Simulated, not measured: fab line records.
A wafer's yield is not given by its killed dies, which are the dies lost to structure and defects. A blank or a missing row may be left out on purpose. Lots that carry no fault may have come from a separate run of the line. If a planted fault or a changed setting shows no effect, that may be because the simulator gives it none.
Comparing a struck lot with a sound one | flow n5_finfet | 32 out of 1938 route steps
Sound: these wafers, L562.2, L562.4, L562.5. The struck wafers were L580.5, L580.6. The cause is given at the end.
Each step with rows lists, per side, the tool, then ch with its chambers, then its first start. Under that, the readings that differ: sound wafers | struck wafers | difference of the means | sigmas: that difference in standard deviations of wafers without a fault.
alike: readings with means less than 2 such deviations apart, plus words and numbers identical on both sides. not compared: withheld readings, readings lacking a value on some wafer, bounds such as >300 that could conceal the same value, and numbers that have no deviation in the record and whose values overlap.
Wherever a step has rows on one side only, a row that says differs or no value, or a row with sigmas, the two part there. When numbers do not overlap yet have no deviation, they are printed without sigmas and do not part them. A reading that every wafer of one side lacks parts them only if that side has two wafers or more.

first, 10 steps without rows for these wafers: N5_DUMMY_GATE_ETCH_44 (etches poly-Si in HBr/O2, stops on SiO2, target depth 127.5 nm); N5_DUMMY_GATE_ETCH_42 (etches SiO2 in CHF3/O2, target depth 3.5 nm, time 31 s); N5_DUMMY_GATE_STRIP_48 (strips in N2/H2, time 20 s); N5_DUMMY_GATE_PRECLEAN_33 (cleans in dHF, time 10 s); N5_DUMMY_GATE_PRECLEAN_25 (cleans in O3/DIW, time 45 s); N5_DUMMY_GATE_PRECLEAN_51 (cleans in SC2, time 45 s); N5_DUMMY_GATE_SRD_26 (time 30 s); N5_DUMMY_GATE_UV_OZONE_45 (time 120 s); N5_SPACER0_ALD_07 (deposits SiNx, target thk 2 nm); N5_SPACER0_ALD_00 (deposits SiOCN, target thk 3.5 nm, pulse time 3 s, purge time 2 s).
N5_SPACER0_ALD_08: deposits SiNx, target thk 2 nm.
  sound on ald_sin-03 ch 2,3, day 3 08:16; struck on ald_sin-03 ch 0,3, day 7 19:20
  reading                                  | sound | struck  | difference | sigmas
  model.SiNx_of_SPACER0_ALD_08.thk_nm (nm) | 2 2 2 | 3.4 3.4 | +1.4       |
  alike: chamber_pressure_Torr, heater_power_w
then, 18 steps without rows for these wafers: N5_SD_EPI_N_COAT_32 (time 60 s, resist thk 350 nm); N5_SD_EPI_N_COAT_33 (time 60 s, resist thk 35 nm); N5_SD_EPI_N_COAT_03 (resist thk 150 nm); N5_SD_EPI_N_EBR_05; N5_SD_EPI_N_SOFTBAKE_04 (time 60 s); N5_SD_EPI_N_EXPOSE_06 (exposes mask SD N BLK, target cd 120 nm); N5_SD_EPI_N_PEB_07 (peb time 60 s); N5_SD_EPI_N_DEVELOP_08 (develop time 30 s); N5_SD_EPI_N_DESCUM_14 (chemistry O2, time 7.9 s); N5_SD_EPI_N_ETCH_34 (etches SiARC in CF4, target depth 45.5 nm, time 75.8 s); N5_SD_EPI_N_ETCH_35 (etches SOC in N2/H2, overetch 108 nm, time 486 s); N5_SD_EPI_N_STRIP_36 (strips in N2/H2); N5_SD_EPI_N_ETCHBACK_44 (etches SiNx in CH3F/O2, stops on SiO2, target depth 14.5 nm); N5_SD_EPI_N_ETCH_45 (etches SiOCN in CH3F/O2, target depth 6 nm); N5_SD_EPI_N_ETCH_16 (etches SiO2 in CHF3/O2, target depth 5 nm); N5_SD_EPI_N_STRIP_47 (strips in CHF3/O2); N5_SD_EPI_N_SD_RECESS_17 (chemistry HBr/Cl2/O2, target depth 41 nm, time 23.7 s, bt time 3 s); N5_SD_EPI_N_STRIP_38 (strips in N2/H2).
N5_SD_EPI_N_WET_ETCH_43: etches SiO2 in dHF, time 14 s, target depth 1.5 nm.
  sound on wet_bench-02 ch 3,5,6, day 3 09:49; struck on wet_bench-01 ch 1,4, day 7 21:04
  reading                                  | sound       | struck | difference | sigmas
  model.SiNx_of_SPACER0_ALD_08.thk_nm (nm) | 1.6 1.6 1.6 | 3 3    | +1         |
then, 1 step without rows for these wafers: N5_SD_EPI_N_STRIP_18 (strips in SPM, time 750 s).
-- record jumps: 10 days separate the struck wafers' starts on either side; left off in module SD_EPI_N, taken up again in module PASSIVATION, whose first shown step is the route's number 1936 --
N5_PASSIVATION_PROBE_49:
  sound: prober-02 at day 12 02:34; struck: prober-02 at day 18 03:12
  alike: killed_at_M0_to_M3, killed_at_M4_up, killed_at_contacts, killed_at_front_end, killed_at_other, killed_dies, killed_open, killed_short

== WHERE THEY PART ==
Nowhere in this record.

WHY: the cause the simulator had injected
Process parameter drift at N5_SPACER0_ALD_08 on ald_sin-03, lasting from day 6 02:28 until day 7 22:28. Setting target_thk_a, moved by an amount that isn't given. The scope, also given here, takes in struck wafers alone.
